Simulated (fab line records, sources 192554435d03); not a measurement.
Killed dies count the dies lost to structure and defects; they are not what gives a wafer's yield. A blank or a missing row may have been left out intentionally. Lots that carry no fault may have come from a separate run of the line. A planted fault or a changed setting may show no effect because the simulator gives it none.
Split-lot trial + flow n5_finfet + on a route of 1938 steps: 7 lots, 21 wafers read

== THE SPLIT ITSELF ==
At N5_BEOL_M8_DEP_56 (deposits SiCN from 3MS/NH3, target thk 10 nm, time 17.5 s), the setting time_s was moved away from the recipe's 17.5 s on 5 of the 21 wafers read, by -13.9% to +10.1%. All remaining wafers had this setting at the recipe value.

Reading taken at the split's own step.

== THE READING ==
SiCN_of_BEOL_M8_DEP_56.thk_nm (the simulator's own value, which no gauge read), in nm, at N5_BEOL_M8_DEP_56 (deposits SiCN from 3MS/NH3, target thk 10 nm, time 17.5 s). The file does not state a usual value for it. The 16 wafers here that ran the recipe average 10.0 nm, standard deviation 0.19 nm.

| wafer  | tool, chamber at the split | time_s as run, s | against the recipe | SiCN_of_BEOL_M8_DEP_56.thk_nm, nm | against lot-mates on the recipe |
|--------|----------------------------|------------------|--------------------|-----------------------------------|---------------------------------|
| L074.1 | pecvd-02, 0,2,1            | 17.5             | recipe             | 10.4                              | -                               |
| L074.4 | pecvd-02, 0,2,1            | 17.5             | recipe             | 10.4                              | -                               |
| L074.5 | pecvd-02, 0,2,1            | 17.5             | recipe             | 10.4                              | -                               |
| L078.3 | pecvd-04, 0                | 17.5             | recipe             | 9.8                               | -                               |
| L078.4 | pecvd-04, 1                | 19.26            | +10.1%             | 11.2                              | +1.3                            |
| L078.6 | pecvd-04, 2                | 17.5             | recipe             | 10                                | -                               |
| L082.3 | pecvd-04, 0                | 15.07            | -13.9%             | 8.4                               | -1.4                            |
| L082.4 | pecvd-04, 2                | 17.5             | recipe             | 9.8                               | -                               |
| L082.5 | pecvd-04, 0                | 15.07            | -13.9%             | 8.6                               | -1.2                            |
| L086.2 | pecvd-02, 0,1,0            | 17.5             | recipe             | 10                                | -                               |
| L086.4 | pecvd-02, 0,1,0            | 17.5             | recipe             | 10                                | -                               |
| L086.5 | pecvd-02, 0,1,0            | 17.5             | recipe             | 10                                | -                               |
| L087.4 | pecvd-03, 2                | 15.06            | -13.9%             | 8.6                               | -1.4                            |
| L087.5 | pecvd-03, 0,1              | 17.5             | recipe             | 10                                | -                               |
| L087.6 | pecvd-03, 0,1              | 17.5             | recipe             | 10                                | -                               |
| L095.3 | pecvd-03, 0                | 18.28            | +4.5%              | 10.2                              | +0.2                            |
| L095.5 | pecvd-03, 1,2              | 17.5             | recipe             | 10                                | -                               |
| L095.6 | pecvd-03, 1,2              | 17.5             | recipe             | 10                                | -                               |
| L093.1 | pecvd-02, 2                | 17.5             | recipe             | 9.8                               | -                               |
| L093.3 | pecvd-02, 2                | 17.5             | recipe             | 10                                | -                               |
| L093.5 | pecvd-02, 2                | 17.5             | recipe             | 10                                | -                               |
Rows listing several chambers each stand for several wafers; the file does not say which wafer went through which chamber.

THE FIT
A straight line over all 21 wafers: SiCN_of_BEOL_M8_DEP_56.thk_nm changes by +0.107 nm for each +1% of time_s; r = +0.96; the points scatter about the line by 0.19 nm.
The same after taking each lot's own level away (the mean of its wafers on the recipe; 21 wafers): +0.0997 nm for each +1%; r = +0.98; scatter 0.11 nm.
On that fit, the largest move of time_s shifts the reading by 1.4 nm.
Measured against the standard deviation above, the lots' own levels, which go from 9.80 to 10.40 nm, span 3.2 times it.
So the lot-to-lot level changes the slope little: the two slopes agree.
Check: -1.37 nm against its lot-mates is what the line predicts for one of the wafers moved furthest among these (-13.9%) when that wafer is left out of the fit. It came out at -1.4 nm against them.

== ADDITIONAL SPLITS CARRIED BY THESE WAFERS ==
These wafers also went through other splits before the reading. Each is held against what the fit with the lots' levels taken away leaves over:
| other split on the same wafers  | wafers away from the commonest value | r with SiCN_of_BEOL_M8_DEP_56.thk_nm (lot level and that fit taken away) |
|---------------------------------|--------------------------------------|--------------------------------------------------------------------------|
| N5_BEOL_M6_VIA_ETCH_34 time_s   | 4                                    | +0.06                                                                    |
| N5_BEOL_M7_VIA_ETCH_34 source_w | 11                                   | +0.04                                                                    |
| N5_BEOL_M8_ILD_DEP_00 time_s    | 11                                   | -0.36                                                                    |
| N5_BEOL_M8_PECVD_70 temp_c      | 4                                    | +0.00                                                                    |

== THE FILE'S OWN FIT ==
SiCN_of_BEOL_M8_DEP_56.thk_nm changes by +0.101 nm for each +1% of time_s, r = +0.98.
